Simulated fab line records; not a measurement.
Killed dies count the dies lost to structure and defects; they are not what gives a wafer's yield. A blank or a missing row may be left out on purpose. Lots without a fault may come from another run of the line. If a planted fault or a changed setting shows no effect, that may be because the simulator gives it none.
Which of the tools did it?	flow n5-finfet	32 wafers from 11 lots sampled at 2 of the route's 1938 steps

## WHAT EACH GAUGE READ, for each wafer
N5_BEOL_M15_THK_MEAS_50: measures by xrf.
lot	measured	on	M15_THK (nm)
L566	day 11 15:29	film-metro-01	858 864 873
L567	day 11 17:02	film-metro-01	871 843 860
L568	day 12 16:20	film-metro-01	845 835 834
L571	day 13 01:18	film-metro-02	832 831 867
L573	day 13 17:13	film-metro-01	829 856
L581	day 15 14:07	film-metro-01	879 869 876
L583	day 15 18:52	film-metro-02	863 857 849
L587	day 17 02:16	film-metro-01	851 847 850
L588	day 17 18:40	film-metro-02	862 831 830
L586	day 18 02:41	film-metro-01	866 836 840
L589	day 18 08:24	film-metro-01	851 849 842

## TOOL THAT RAN EACH LOT (tool first, then ch and the chambers of the sampled wafers, then the start)
lot	N5_BEOL_M15_STRIP_36
L566	rie-diel-03 ch 1,2, day 11 13:45
L567	rie-diel-02 ch 0,3, day 11 15:30
L568	rie-diel-03 ch 0,1, day 12 14:10
L571	rie-diel-04 ch 0,3, day 12 23:35
L573	rie-diel-03 ch 0,3, day 13 14:05
L581	rie-diel-03 ch 0,2, day 15 04:26
L583	rie-diel-02 ch 0,1, day 15 15:41
L587	rie-diel-02 ch 1,2, day 16 23:27
L588	rie-diel-03 ch 1,3, day 17 16:30
L586	rie-diel-02 ch 0,1,2, day 18 00:16
L589	rie-diel-03 ch 2,3, day 18 06:30
- N5_BEOL_M15_STRIP_36: strips in O2.

## WHAT THE TOOLS THEMSELVES READ (means of the sampled wafers that have a number; where no wafer has one, the mark that the record gives instead)
N5_BEOL_M15_STRIP_36.
lot	tool	drypump-motor-current-A (A)	oes-product-au (a.u.)	rf-vpp-V (V)	showerhead-plenum-p-Torr (Torr)	throttle-valve-pct (%)
L566	rie-diel-03	5.3	0.77	4.1	2.07	16.9
L567	rie-diel-02	6.1	0.83	2.4	2.17	16.7
L568	rie-diel-03	5.9	0.73	3.1	2.05	16.8
L571	rie-diel-04	5.7	0.78	4.5	2.10	16.8
L573	rie-diel-03	5.8	0.77	3.6	2.15	16.6
L581	rie-diel-03	5.3	0.74	3.4	2.09	16.9
L583	rie-diel-02	5.2	0.92	3.8	2.06	16.5
L587	rie-diel-02	6.2	0.79	4.4	2.09	16.2
L588	rie-diel-03	5.7	0.76	4.0	2.13	16.7
L586	rie-diel-02	5.7	0.83	3.9	2.08	16.4
L589	rie-diel-03	5.2	0.75	3.4	2.14	16.8

## THE ANSWER, worked out from the rows above alone
Rule: the lots themselves supply what counts as usual. The widest of any qualifying gaps counts: lots, ordered by their means at a reading, are off when they make up no more than a third of the lots, leave a main group of 4 or more, and stand apart from it by 3 or more times the standard deviation of that group's means. A main group is skipped when, at the precision printed for the reading in the tables above, its means are all equal. Also off: a lot with no number at a reading for which 4 or more lots have one. Any other lot the step has rows for is counted as sound. First the gauges in route order, then the tools' own readings, where a lot's mean is used as printed above. The first step at which some lot is off is used, and at that step the reading that is off furthest; a lot without a number counts as furthest.
None of the lots is off at any reading shown; this tells nothing.

## WHAT THE SIMULATOR HAD PUT IN
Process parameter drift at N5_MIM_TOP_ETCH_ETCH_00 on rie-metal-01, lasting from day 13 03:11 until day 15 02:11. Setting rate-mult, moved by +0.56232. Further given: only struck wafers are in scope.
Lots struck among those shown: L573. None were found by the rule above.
